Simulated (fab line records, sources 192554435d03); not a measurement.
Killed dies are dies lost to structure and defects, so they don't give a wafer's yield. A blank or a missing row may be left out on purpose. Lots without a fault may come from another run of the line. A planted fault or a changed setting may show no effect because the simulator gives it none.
fab line records | flow n5_finfet
record lots=7 wafers=21
route steps=1938 shown HKMG_FIN@424 GATE_CUT@490 MOL_CONTACT_COAG@559 BEOL_M0_SAQP@638 BEOL_M0@726 BEOL_M1@778
start_h: hours from the record's first day to the start of the lot's first wafer shown | wait_h: hours since the lot's step before | " the same as in the row above | L1.1+2: a row that stands for several wafers | - no value, or no start given | * or withheld: withheld | < > ~ a bound
route shown NAME@n: a module of which the file shows steps, and the number in the route of the first | usual: mean/standard deviation of fault-free wafers | same: alike in all rows | chamber/n: place in a boat | sites: the reading at each site | _std_site: their standard deviation | _edge_site: outer sites' mean less inner sites' | radius_mm: how far each site lies from the wafer's centre | mask NAME#n: copy n | behind: the tool/chamber that last shaped the wafer | hold: why the lot was held/for how many hours/how that ended | device: the transistor (n, p or np) that didn't switch | end of line: the same wafers' tests at the end of the route | a step without rows: its recipe alone | killed: dies lost to structure and defects at the first sort, not the wafer's yield | map: a wafer's dies, x killed, . not, _ none there
set.NAME: the setting as run; set.NAME@STEP: as run at that earlier step | model.NAME: the simulator's own value behind a step, which no gauge read
lots whose settings were changed on purpose; a table a step, a row a wafer
## steps
# step N5_HKMG_FIN_COAT_06
# recipe resist=CAR-ArF spin_rpm=1500 resist_thk_nm=90
# columns lot.wafer tool chamber start_h wait_h set.spin_rpm model.CAR-ArF_of_HKMG_FIN_COAT_06.thk_nm
L075.1+6 litho_track-03 0 - - 1380 94
L075.5 " 0 " " 1500 90
L080.1+3 litho_track-03 0 - - 1648 85.8
L080.4 " 0 " " 1500 90
L081.1+6 litho_track-02 0 - - 1500 90
L081.5 " 0 " " 1500 89.8
L083.2+3 litho_track-04 0 - - 1500 90
L083.5 " 0 " " 1423 92.4
L085.1+6 litho_track-02 0 - - 1500 89.8
L085.3 " 0 " " 1500 89.4
L088.1+2+3 litho_track-04 0 - - 1500 90.2
L097.1 litho_track-04 0 - - 1500 90
L097.5 " 0 " " 1500 90.2
L097.6 " 0 " " 1561 88.4
# step N5_HKMG_FIN_EXPOSE_09
# recipe mask_id=NWFM na=1.35 source_shape=conventional sigma_outer=0.8 polarization=unpolarized dose_mj=39.25
# columns lot.wafer tool chamber start_h wait_h mask set.dose_mj
L075.1+5+6 arfi_scanner-03 0 81.77 - NWFM#0 39.25
L080.1 arfi_scanner-01 0 117.59 - NWFM#0 40.88
L080.3+4 " 0 " " NWFM#0 39.25
L081.1+5+6 arfi_scanner-03 0 118.64 - NWFM#0 39.25
L083.2+5 arfi_scanner-01 0 130.07 - NWFM#0 39.25
L083.3 " 0 " " NWFM#0 38.44
L085.1+3+6 arfi_scanner-02 0 142.07 - NWFM#0 37.45
L088.1+2+3 arfi_scanner-02 0 158.26 - NWFM#0 39.25
L097.1+6 arfi_scanner-02 0 214.06 - NWFM#0 38.39
L097.5 " 0 " " NWFM#0 39.25
# step N5_HKMG_FIN_PEB_10
# recipe peb_temp_c=withheld peb_time_s=60 resist=CAR-ArF
# step N5_HKMG_FIN_DEVELOP_11
# recipe develop_time_s=30 developer=TMAH resist=CAR-ArF dev_temp_c=23 rinse_liquid=diw dry=air_spin
# step N5_HKMG_FIN_DESCUM_17
# recipe chemistry=O2 time_s=7.9 source_power_w=50 bias_power_w=20 pressure_mtorr=20 rf_frequency_hz=2.712e+07 temp_c=40 resist=CAR-ArF o2_flow_sccm=225
# columns lot.wafer tool chamber start_h wait_h set.spin_rpm@HKMG_FIN_COAT_06 model.CAR-ArF_of_HKMG_FIN_COAT_06.thk_nm
L075.1+6 rie_diel-04 1 82.16 0.2 1380 87.6
L075.5 " 0 " " 1500 83.6
L080.1+3 rie_diel-01 1,0 118.29 0.5 1648 79.2
L080.4 " 2 " " 1500 83.6
L081.1 rie_diel-01 1 118.85 0.0 1500 83.4
L081.5 " 0 " " 1500 83.2
L081.6 " 3 " " 1500 83.6
L083.2+3 rie_diel-06 3,1 130.43 0.2 1500 83.4
L083.5 " 2 " " 1423 85.8
L085.1+6 rie_diel-01 1,2 142.61 0.4 1500 83.2
L085.3 " 2 " " 1500 83
L088.1+2+3 rie_diel-06 3,1,2 158.67 0.2 1500 83.6
L097.1 rie_diel-06 3 214.29 0.1 1500 83.4
L097.5 " 3 " " 1500 83.6
L097.6 " 0 " " 1561 82
# step N5_GATE_CUT_DESCUM_18
# recipe chemistry=O2 time_s=7 source_power_w=50 bias_power_w=20 pressure_mtorr=20 rf_frequency_hz=2.712e+07 temp_c=40 resist=CAR-EUV o2_flow_sccm=225
# columns lot.wafer tool chamber start_h wait_h set.time_s model.CAR-EUV_of_GATE_CUT_COAT_07.thk_nm
L075.1+6 rie_diel-03 2,0 90.45 0.0 5.845 26.6
L075.5 " 3 " " 7 26
L080.1+3+4 rie_diel-03 0,3,3 126.37 0.0 7 26
L081.1 rie_diel-05 1 127.03 0.0 7 26.2
L081.5+6 " 3,2 " " 7 26
L083.2+3+5 rie_diel-05 2,1,0 138.60 0.0 7 26
L085.1 rie_diel-03 3 151.14 0.0 6.083 26.6
L085.3 " 2 " " 7 26.2
L085.6 " 3 " " 7 26
L088.1+3 rie_diel-03 1,2 167.08 0.0 7 26.2
L088.2 " 3 " " 7 26
L097.1+5 rie_diel-03 3,0 223.59 0.7 8.092 25.4
L097.6 " 1 " " 7 26
# step N5_GATE_CUT_ETCH_28
# recipe chemistry=N2/H2 target=underlayer target_depth_a=130 mask_material=CAR-EUV time_s=10.4 ion_energy_ev=200 pressure_mtorr=30 source_w=840 bias_w=150 n2_flow_sccm=200 h2_flow_sccm=200 ends=cleared
# columns lot.wafer tool chamber start_h wait_h set.time_s@GATE_CUT_DESCUM_18 model.CAR-EUV_of_GATE_CUT_COAT_07.thk_nm
L075.1 rie_diel-03 2 90.48 0.0 5.845 15
L075.5 " 3 " " 7 14.6
L075.6 " 0 " " 5.845 15.2
L080.1+3+4 rie_diel-03 0,3,3 126.41 0.0 7 14.6
L081.1+5+6 rie_diel-05 1,3,2 127.07 0.0 7 14.6
L083.2+5 rie_diel-05 2,0 138.63 0.0 7 14.6
L083.3 " 1 " " 7 14.4
L085.1 rie_diel-03 3 151.18 0.0 6.083 15.2
L085.3+6 " 2,3 " " 7 14.6
L088.1 rie_diel-03 1 167.11 0.0 7 14.8
L088.2+3 " 3,2 " " 7 14.6
L097.1 rie_diel-03 3 223.63 0.0 8.092 14.2
L097.5 " 0 " " 8.092 14
L097.6 " 1 " " 7 14.6
# step N5_GATE_CUT_ETCH_36
# recipe chemistry=CF4 target=SiARC target_depth_a=130 mask_material=CAR-EUV time_s=21.7 ion_energy_ev=80 pressure_mtorr=40 source_w=545 bias_w=36 Ar_flow_sccm=100 cf4_flow_sccm=100 ends=cleared
# columns lot.wafer tool chamber start_h wait_h set.cf4_flow_sccm set.time_s@GATE_CUT_DESCUM_18 model.CAR-EUV_of_GATE_CUT_COAT_07.thk_nm
L075.1 rie_diel-03 2 90.50 0.0 117.6 5.845 7.4
L075.5 " 3 " " 117.6 7 7
L075.6 " 0 " " 100 5.845 7.6
L080.1 rie_diel-03 0 126.43 0.0 100 7 6.8
L080.3+4 " 3 " " 121 7 6.8
L081.1 rie_diel-05 1 127.09 0.0 100 7 7
L081.5+6 " 3,2 " " 100 7 6.8
L083.2 rie_diel-05 2 138.65 0.0 114.2 7 6.8
L083.3 " 1 " " 100 7 6.6
L083.5 " 0 " " 114.2 7 7
L085.1 rie_diel-03 3 151.20 0.0 122.2 6.083 7.4
L085.3 " 2 " " 122.2 7 7
L085.6 " 3 " " 100 7 7
L088.1+3 rie_diel-03 1,2 167.13 0.0 100 7 7
L088.2 " 3 " " 100 7 6.8
L097.1 rie_diel-03 3 223.65 0.0 100 8.092 6.4
L097.5 " 0 " " 92.24 8.092 6.4
L097.6 " 1 " " 100 7 7
# step N5_MOL_CONTACT_COAG_ALD_27
# recipe material=SiOC target_thk_a=170 temp_c=400 ald_precursor_family=carbosiloxane ald_co_reactant=H2-plasma pulse_time_s=1.5 time_s=2720 purge_time_s=2 co_reactant_purge_time_s=2 ald_cycles=340 pressure_torr=2
# columns lot.wafer tool chamber start_h wait_h set.time_s model.SiOC_of_MOL_CONTACT_COAG_ALD_27.thk_nm
L075.1 ald_sin-02 0 101.71 0.0 2720 17
L075.5+6 " 3,2 " " 2720 17.2
L081.1+6 ald_sin-03 3 137.45 0.4 2377 15
L081.5 " 0 " " 2377 14.8
L080.1 ald_sin-04 1 137.81 0.5 3185 17
L080.3 " 0 " " 2720 16.8
L080.4 " 3 " " 3185 16.8
L083.2 ald_sin-04 2 149.11 0.0 2128 13.2
L083.3 " 1 " " 2720 17.2
L083.5 " 0 " " 2720 17
L085.1+6 ald_sin-02 2,1 164.75 0.1 2720 17
L085.3 " 3 " " 2720 17.2
L088.1+2+3 ald_sin-03 0,1,3 179.76 0.2 2720 17.2
L097.1+5 ald_sin-03 3,2 236.14 0.3 2259 14.2
L097.6 " 1 " " 2720 17
# step N5_MOL_CONTACT_COAG_PECVD_31
# recipe material=SiO2 target_thk_a=460 temp_c=400 precursor=TEOS/O2 pressure_torr=6.5 rf_w=withheld teos_flow_sccm=withheld gas=O2 flow_sccm=2650 time_s=8.9
# columns lot.wafer tool chamber start_h wait_h set.temp_c model.SiO2_of_MOL_CONTACT_COAG_PECVD_31.thk_nm
L075.1 pecvd-04 2 104.11 0.3 391.5 46.8
L075.5 " 1 " " 400 46.4
L075.6 " 2 " " 400 45.6
L081.1 pecvd-04 1 139.86 0.3 389.7 48.6
L081.5 " 1 " " 389.7 50
L081.6 " 2 " " 400 45.8
L080.1 pecvd-01 0 140.21 0.3 400 46
L080.3 " 2 " " 400 46.8
L080.4 " 0 " " 400 46.2
L083.2 pecvd-01 0 151.52 0.3 410.5 42.8
L083.3 " 2 " " 400 46.8
L083.5 " 1 " " 410.5 43.6
L085.1 pecvd-02 2 167.15 0.3 387.7 49.2
L085.3 " 1 " " 400 45.4
L085.6 " 2 " " 400 46.4
L088.1 pecvd-01 1 182.56 0.3 400 45
L088.2 " 2 " " 400 45.8
L088.3 " 0 " " 400 45.2
L097.1 pecvd-01 2 238.55 0.3 400 46
L097.5 " 0 " " 400 46.2
L097.6 " 2 " " 400 46.8
# step N5_MOL_CONTACT_COAG_ALD_131
# recipe material=SiO2 target_thk_a=50 temp_c=100 ald_precursor_family=BDEAS ald_co_reactant=O2-plasma pulse_time_s=1 co_reactant_pulse_time_s=1 purge_time_s=2 co_reactant_purge_time_s=2 ald_cycles=35 pressure_torr=2
# columns lot.wafer tool chamber start_h wait_h set.ald_cycles model.SiO2_of_MOL_CONTACT_COAG_ALD_131.thk_nm
L075.1+6 ald_sin-02 3,2 104.89 0.1 35 5
L075.5 " 3 " " 40 5.8
L081.1+5 ald_sin-03 3 140.45 0.1 33 4.8
L081.6 " 2 " " 35 5
L080.1+3+4 ald_sin-02 0,2,3 140.81 0.1 35 5
L083.2+3 ald_sin-03 3,2 152.43 0.1 39 5.6
L083.5 " 0 " " 35 5
L085.1+3 ald_sin-02 2,0 168.23 0.1 40 5.8
L085.6 " 1 " " 35 5
L088.1+2+3 ald_sin-02 2,1,3 183.37 0.1 35 5
L097.1+6 ald_sin-02 2,0 239.16 0.1 35 5
L097.5 " 1 " " 30 4.2
# step N5_MOL_CONTACT_COAG_ETCHBACK_135
# recipe chemistry=CHF3 target=SiO2 target_depth_a=250 time_s=16.7 ion_energy_ev=200 pressure_mtorr=30 source_w=610 bias_w=170 Ar_flow_sccm=200 CHF3_flow_sccm=50
# columns lot.wafer tool chamber start_h wait_h set.time_s
L075.1 rie_diel-04 0 105.25 0.0 16.7
L075.5+6 " 1,2 " " 15.59
L081.1+5+6 rie_diel-06 0,2,1 140.76 0.0 16.7
L080.1 rie_diel-06 1 141.12 0.0 16.7
L080.3+4 " 3,0 " " 18.8
L083.2+3+5 rie_diel-06 0,3,0 152.74 0.0 19.35
L085.1+6 rie_diel-06 3,2 168.54 0.0 16.7
L085.3 " 1 " " 18.41
L088.1+2+3 rie_diel-04 3,2,0 183.77 0.0 16.7
L097.1 rie_diel-01 0 239.49 0.0 16.7
L097.5+6 " 3,2 " " 19.34
# step N5_MOL_CONTACT_COAG_STRIP_118
# recipe chemistry=CHF3 resist=SiARC rf_frequency_hz=6e+07
# step N5_MOL_CONTACT_COAG_VIA_ETCH_46
# recipe chemistry=C4F6/O2 target_depth_a=460 overetch_a=92 mask_material=SOC target=SiO2 bias_w=455 pressure_mtorr=10 time_s=40 source_w=325 Ar_flow_sccm=300 C4F6_flow_sccm=10 O2_flow_sccm=10 ion_energy_ev=575.3 ends=end_point
# columns lot.wafer tool chamber start_h wait_h set.temp_c@MOL_CONTACT_COAG_PECVD_31 model.etch.depth_nm
L075.1 rie_diel-04 0 105.28 0.0 391.5 46.77
L075.5 " 1 " " 400 46.49
L075.6 " 2 " " 400 45.57
L081.1 rie_diel-06 0 140.79 0.0 389.7 48.56
L081.5 " 2 " " 389.7 49.98
L081.6 " 1 " " 400 45.88
L080.1 rie_diel-06 1 141.15 0.0 400 45.91
L080.3 " 3 " " 400 46.76
L080.4 " 0 " " 400 46.13
L083.2 rie_diel-06 0 152.77 0.0 410.5 42.8
L083.3 " 3 " " 400 46.83
L083.5 " 0 " " 410.5 43.67
L085.1 rie_diel-06 3 168.57 0.0 387.7 49.15
L085.3 " 1 " " 400 45.46
L085.6 " 2 " " 400 46.44
L088.1 rie_diel-04 3 183.80 0.0 400 45.04
L088.2 " 2 " " 400 45.85
L088.3 " 0 " " 400 45.22
L097.1 rie_diel-01 0 239.52 0.0 400 45.96
L097.5 " 3 " " 400 46.22
L097.6 " 2 " " 400 46.87
# step N5_BEOL_M0_SAQP_PECVD_04
# recipe material=a-Si target_thk_a=600 temp_c=350 precursor=SiH4/He pressure_torr=3 rf_w=100 time_s=60.2
# columns lot.wafer tool chamber start_h wait_h set.time_s model.a-Si_of_BEOL_M0_SAQP_PECVD_04.thk_nm
L075.1 pecvd-02 1 113.49 0.0 60.2 59.6
L075.5 " 1 " " 60.2 61.4
L075.6 " 2 " " 60.2 60.4
L081.1 pecvd-03 1 148.43 0.0 60.2 58.8
L081.5 " 0 " " 60.2 60.6
L081.6 " 1 " " 60.2 59.8
L080.1 pecvd-02 1 151.32 0.0 60.2 61
L080.3 " 0 " " 60.2 59.6
L080.4 " 2 " " 60.2 61.2
L083.2 pecvd-04 0 161.30 0.0 57.12 55.6
L083.3 " 1 " " 60.2 59
L083.5 " 0 " " 60.2 59.8
L085.1 pecvd-03 0 175.30 0.0 55.03 53.8
L085.3 " 2 " " 55.03 55.2
L085.6 " 1 " " 60.2 59.4
L088.1 pecvd-03 0 190.59 0.0 60.2 60
L088.2 " 1 " " 60.2 57.8
L088.3 " 0 " " 60.2 59.8
L097.1 pecvd-04 2 248.48 0.0 60.2 58.6
L097.5 " 1 " " 65.93 65.2
L097.6 " 2 " " 65.93 65
# step N5_BEOL_M0_SAQP_THK_MEAS_05
# usual thk_nm=59.9/0.94
# columns lot.wafer tool chamber start_h wait_h set.time_s@BEOL_M0_SAQP_PECVD_04 thk_nm
L075.1 film_metro-02 - 113.58 0.1 60.2 59.7
L075.5 " - " " 60.2 61.3
L075.6 " - " " 60.2 60.4
L081.1 film_metro-01 - 148.53 0.1 60.2 58.7
L081.5 " - " " 60.2 60.6
L081.6 " - " " 60.2 59.8
L080.1 film_metro-02 - 151.42 0.1 60.2 61.0
L080.3 " - " " 60.2 59.6
L080.4 " - " " 60.2 61.3
L083.2 film_metro-01 - 161.39 0.1 57.12 55.6
L083.3 " - " " 60.2 59.0
L083.5 " - " " 60.2 59.8
L085.1 film_metro-02 - 175.39 0.1 55.03 53.7
L085.3 " - " " 55.03 55.3
L085.6 " - " " 60.2 59.4
L088.1 film_metro-02 - 190.71 0.1 60.2 60.0
L088.2 " - " " 60.2 57.8
L088.3 " - " " 60.2 59.7
L097.1 film_metro-01 - 248.57 0.1 60.2 58.5
L097.5 " - " " 65.93 65.1
L097.6 " - " " 65.93 65.1
# step N5_BEOL_M0_SAQP_COAT_82
# recipe resist=SiARC temp_c=220 time_s=60 spin_rpm=1500 resist_thk_nm=30
# columns lot.wafer tool chamber start_h wait_h set.time_s
L075.1+6 litho_track-01 0 - - 68.47
L075.5 " 0 " " 60
L081.1+5+6 litho_track-01 0 - - 60
L080.1+4 litho_track-01 0 - - 69.91
L080.3 " 0 " " 60
L083.2+5 litho_track-01 0 - - 64.77
L083.3 " 0 " " 60
L085.1 litho_track-01 0 - - 60
L085.3+6 " 0 " " 46.99
L088.1+2+3 litho_track-03 0 - - 60
L097.1+5 litho_track-03 0 - - 71.85
L097.6 " 0 " " 60
# step N5_BEOL_M0_SAQP_COAT_08
# recipe resist=CAR-ArF spin_rpm=1500 resist_thk_nm=90
# step N5_BEOL_M0_SAQP_EBR_10
# recipe solvent=PGMEA ebr_width_mm=1.5
# step N5_BEOL_M0_SAQP_HM_OPEN_112
# recipe chemistry=CHF3/O2 target=SiO2 stop_on=a-Si target_depth_a=120 over_etch_frac=1.25 mask_material=SOC time_s=13.5 pressure_mtorr=30 source_w=650 bias_w=170 Ar_flow_sccm=200 CHF3_flow_sccm=50 O2_flow_sccm=5 ion_energy_ev=200 ends=end_point
# step N5_BEOL_M0_SAQP_STRIP_113
# recipe chemistry=CHF3/O2 resist=SiARC rf_frequency_hz=6e+07
# step N5_BEOL_M0_SAQP_MANDREL_ETCH_20
# recipe target_depth_a=600 chemistry=HBr/Cl2 target=a-Si stop_on=SiNx bt_time_s=10 mask_material=SOC over_etch_frac=0.5 time_s=30 pressure_mtorr=10 icp_w=800 bias_w=75 HBr_flow_sccm=150 Cl2_flow_sccm=80 ends=end_point
# columns lot.wafer tool chamber start_h wait_h set.time_s@BEOL_M0_SAQP_PECVD_04 model.etch.depth_nm
L075.1 rie_si-01 3 114.43 0.0 60.2 59.66
L075.5 " 1 " " 60.2 61.27
L075.6 " 0 " " 60.2 60.41
L081.1 rie_si-01 0 149.38 0.0 60.2 58.72
L081.5 " 1 " " 60.2 60.61
L081.6 " 2 " " 60.2 59.84
L080.1 rie_si-02 2 152.26 0.0 60.2 60.9
L080.3 " 1 " " 60.2 59.57
L080.4 " 3 " " 60.2 61.14
L083.2 rie_si-02 0 162.26 0.0 57.12 55.61
L083.3 " 2 " " 60.2 58.9
L083.5 " 0 " " 60.2 59.8
L085.1 rie_si-05 0 176.11 0.0 55.03 53.59
L085.3 " 2 " " 55.03 55.23
L085.6 " 3 " " 60.2 59.39
L088.1 rie_si-02 0 191.71 0.0 60.2 59.95
L088.2 " 3 " " 60.2 57.75
L088.3 " 1 " " 60.2 59.71
L097.1 rie_si-01 3 249.42 0.0 60.2 58.59
L097.5 " 1 " " 65.93 65.12
L097.6 " 2 " " 65.93 65.02
# step N5_BEOL_M0_ETCH_109
# recipe chemistry=CH3F/O2 target_depth_a=80 overetch_a=24 target=SiCN time_s=27.4 ion_energy_ev=120 pressure_mtorr=30 source_w=395 bias_w=75 Ar_flow_sccm=150 CH3F_flow_sccm=30 O2_flow_sccm=20
# usual rf_vpp_V=297.7/1.4
# columns lot.wafer tool chamber start_h wait_h set.bias_w rf_vpp_V
L075.1 rie_diel-04 3 123.57 0.0 63.58 267.5
L075.5 " 0 " " 75 298.2
L075.6 " 1 " " 63.58 268.3
L081.1 rie_diel-06 2 158.59 0.3 75 298.7
L081.5 " 3 " " 75 297.9
L081.6 " 2 " " 75 297.8
L080.1 rie_diel-01 2 160.20 0.0 75 293.1
L080.3 " 3 " " 75 298.5
L080.4 " 1 " " 75 298.5
L083.2 rie_diel-01 0 169.54 0.0 75 299.1
L083.3 " 1 " " 75 299.1
L083.5 " 0 " " 70.22 287.6
L085.1 rie_diel-06 1 183.69 0.1 66.92 276.3
L085.3 " 0 " " 66.92 275.2
L085.6 " 2 " " 66.92 277.9
L088.1 rie_diel-06 0 197.89 0.0 75 295.9
L088.2 " 3 " " 75 297.1
L088.3 " 2 " " 75 298.5
L097.1 rie_diel-04 2 257.80 0.1 66.93 278.0
L097.5 " 3 " " 75 296.5
L097.6 " 2 " " 75 298.9
# step N5_BEOL_M1_COAT_68
# recipe resist=SiARC temp_c=220 time_s=60 spin_rpm=1500 resist_thk_nm=12
# columns lot.wafer tool chamber start_h wait_h set.spin_rpm model.SiARC_of_BEOL_M1_COAT_68.thk_nm
L075.1 litho_track-04 0 - - 1647 11.4
L075.5 " 0 " " 1647 11.6
L075.6 " 0 " " 1500 12
L081.1+5+6 litho_track-04 0 - - 1500 12
L080.1 litho_track-03 0 - - 1337 12.8
L080.3+4 " 0 " " 1500 12
L083.2+5 litho_track-02 0 - - 1590 11.6
L083.3 " 0 " " 1500 12
L085.1+3 litho_track-02 0 - - 1500 12
L085.6 " 0 " " 1363 12.6
L088.1+2+3 litho_track-02 0 - - 1500 12
L097.1+6 litho_track-02 0 - - 1500 12
L097.5 " 0 " " 1397 12.4
## key
split step=N5_HKMG_FIN_COAT_06 setting=spin_rpm stated=1500 by=wafer
response step=N5_HKMG_FIN_COAT_06 reading=model.CAR-ArF_of_HKMG_FIN_COAT_06.thk_nm change=-0.454 per=1% r=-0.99
response step=N5_HKMG_FIN_DESCUM_17 reading=model.CAR-ArF_of_HKMG_FIN_COAT_06.thk_nm change=-0.459 per=1% r=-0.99
split step=N5_HKMG_FIN_EXPOSE_09 setting=dose_mj stated=39.25 by=wafer
response none clear
split step=N5_GATE_CUT_DESCUM_18 setting=time_s stated=7 by=wafer
response step=N5_GATE_CUT_DESCUM_18 reading=model.CAR-EUV_of_GATE_CUT_COAT_07.thk_nm change=-0.0376 per=1% r=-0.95
response step=N5_GATE_CUT_ETCH_28 reading=model.CAR-EUV_of_GATE_CUT_COAT_07.thk_nm change=-0.0348 per=1% r=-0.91
response step=N5_GATE_CUT_ETCH_36 reading=model.CAR-EUV_of_GATE_CUT_COAT_07.thk_nm change=-0.0332 per=1% r=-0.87
split step=N5_GATE_CUT_ETCH_36 setting=cf4_flow_sccm stated=100 by=wafer
response none clear
split step=N5_MOL_CONTACT_COAG_ALD_27 setting=time_s stated=2720 by=wafer
response step=N5_MOL_CONTACT_COAG_ALD_27 reading=model.SiOC_of_MOL_CONTACT_COAG_ALD_27.thk_nm change=+0.127 per=1% r=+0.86
split step=N5_MOL_CONTACT_COAG_PECVD_31 setting=temp_c stated=400 by=wafer
response step=N5_MOL_CONTACT_COAG_PECVD_31 reading=model.SiO2_of_MOL_CONTACT_COAG_PECVD_31.thk_nm change=-1.1 per=1% r=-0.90
response step=N5_MOL_CONTACT_COAG_VIA_ETCH_46 reading=model.etch.depth_nm change=-1.08 per=1% r=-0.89
split step=N5_MOL_CONTACT_COAG_ALD_131 setting=ald_cycles stated=35 by=wafer
response step=N5_MOL_CONTACT_COAG_ALD_131 reading=model.SiO2_of_MOL_CONTACT_COAG_ALD_131.thk_nm change=+0.0545 per=1% r=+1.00
split step=N5_MOL_CONTACT_COAG_ETCHBACK_135 setting=time_s stated=16.7 by=wafer
response none clear
split step=N5_BEOL_M0_SAQP_PECVD_04 setting=time_s stated=60.2 by=wafer
response step=N5_BEOL_M0_SAQP_PECVD_04 reading=model.a-Si_of_BEOL_M0_SAQP_PECVD_04.thk_nm change=+0.648 per=1% r=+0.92
response step=N5_BEOL_M0_SAQP_THK_MEAS_05 reading=thk_nm change=* per=1% r=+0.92
response step=N5_BEOL_M0_SAQP_MANDREL_ETCH_20 reading=model.etch.depth_nm change=+0.649 per=1% r=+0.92
split step=N5_BEOL_M0_SAQP_COAT_82 setting=time_s stated=60 by=wafer
response none clear
split step=N5_BEOL_M0_ETCH_109 setting=bias_w stated=75 by=wafer
response step=N5_BEOL_M0_ETCH_109 reading=rf_vpp_V change=+1.92 per=1% r=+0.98
split step=N5_BEOL_M1_COAT_68 setting=spin_rpm stated=1500 by=wafer
response step=N5_BEOL_M1_COAT_68 reading=model.SiARC_of_BEOL_M1_COAT_68.thk_nm change=-0.0636 per=1% r=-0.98
